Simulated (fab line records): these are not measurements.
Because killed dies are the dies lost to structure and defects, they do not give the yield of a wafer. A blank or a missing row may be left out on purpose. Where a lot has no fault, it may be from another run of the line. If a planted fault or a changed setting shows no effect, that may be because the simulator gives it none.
Matching of chambers -- flow n5 finfet -- 4 sister chambers for N5_BEOL_M4_ALD_98 on ald sin-02
The step deposits SiO2, target thk 2.5 nm, pulse time 1 s, co reactant pulse time 1 s. 8 wafers are shown with their chamber, then 9 later ones without.

== WAFERS PAIRED WITH THEIR CHAMBERS ==
wafer,chamber,heater power w (W),precursor pulse height rel
L079.4,0,73,1.031
L086.5,1,79,0.996
L089.2,3,72,1.034
L089.4,2,57,1.020
L089.6,3,74,1.000
L090.1,2,58,1.000
L090.5,1,81,0.990
L090.6,0,73,1.002

== WAFERS WITH NO CHAMBER GIVEN ==
wafer,heater power w (W),precursor pulse height rel
L092.2,75,1.030
L092.5,74,0.984
L092.6,78,0.996
L093.3,75,1.033
L093.4,70,0.980
L093.5,80,1.017
L094.4,57,0.990
L094.5,70,1.018
L094.6,75,1.002

== THE CHAMBER EACH PASSED THROUGH ==
wafer,from the rows above,in truth
L092.2,can't be placed: 3 or 0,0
L092.5,can't be placed: 0 or 3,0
L092.6,1,1
L093.3,can't be placed: 3 or 0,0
L093.4,can't be placed: 0 or 3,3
L093.5,1,1
L094.4,2,2
L094.5,can't be placed: 3 or 0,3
L094.6,can't be placed: 0 or 3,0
Correct placement for 3 of the 9. Not placeable from these rows: 6 (in 6, the candidates include the true chamber). Number placed wrongly: 0.
How it was worked out, from the rows above alone: a wafer's distance from a chamber is the root of the sum, over the readings, of the square of ((its reading less the chamber's mean) divided by the reading's scatter). The wafer belongs to the nearest chamber; if the next one is less than 2 further off, it can't be placed. For every chamber, the mean is computed from those of its wafers that are shown. The scatter: the root of (the sum of the squares of (reading less its chamber's mean) over the shown wafers, divided by (wafers less chambers)).
